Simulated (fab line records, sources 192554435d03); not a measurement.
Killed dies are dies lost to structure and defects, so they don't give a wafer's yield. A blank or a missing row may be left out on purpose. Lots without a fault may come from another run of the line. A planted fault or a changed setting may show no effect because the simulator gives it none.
Chamber matching | flow n5_finfet | N5_FIN_CUT_ETCH_20 on rie_diel-01: 4 sister chambers
The step etches SiARC in CF4, target depth 26 nm, time 43.3 s. 8 wafers are shown with their chamber, then 10 later ones without.

WAFERS WITH THEIR CHAMBER
wafer  | chamber | showerhead_plenum_p_Torr (Torr) | drypump_motor_current_A (A)
L082.6 | 3       | 2.04                            | 6.1
L089.2 | 2       | 2.06                            | 5.4
L089.5 | 0       | 2.18                            | 5.6
L090.1 | 1       | 2.22                            | 5.5
L090.4 | 2       | 2.05                            | 5.4
L090.5 | 3       | 2.03                            | 6.0
L094.2 | 0       | 2.18                            | 5.6
L094.4 | 1       | 2.21                            | 5.5

WAFERS WITHOUT THEIR CHAMBER
wafer  | showerhead_plenum_p_Torr (Torr) | drypump_motor_current_A (A)
L094.5 | 2.05                            | 5.5
L095.2 | 2.03                            | 6.0
L095.3 | 2.05                            | 5.4
L095.4 | 2.21                            | 5.5
L096.2 | 2.17                            | 5.7
L096.3 | 2.05                            | 5.5
L096.6 | 2.05                            | 5.5
L097.2 | 2.21                            | 5.5
L097.4 | 2.17                            | 5.7
L097.6 | 2.03                            | 6.0

WHICH CHAMBER EACH WENT THROUGH
wafer  | from the rows above | in truth
L094.5 | 2                   | 2
L095.2 | 3                   | 3
L095.3 | 2                   | 2
L095.4 | 1                   | 1
L096.2 | 0                   | 0
L096.3 | 2                   | 2
L096.6 | 2                   | 2
L097.2 | 1                   | 1
L097.4 | 0                   | 0
L097.6 | 3                   | 3
Placed correctly: 10 of 10. Can't be placed from these rows: 0. Placed wrongly: 0.
How it was worked out, from the rows above alone: a wafer's distance from a chamber is the root of the sum, over the readings, of the square of ((its reading less the chamber's mean) divided by the reading's scatter). The wafer belongs to the nearest chamber; if the next one is less than 2 further off, it can't be placed. A chamber's mean is the mean of its shown wafers. The scatter: the root of (the sum of the squares of (reading less its chamber's mean) over the shown wafers, divided by (wafers less chambers)).
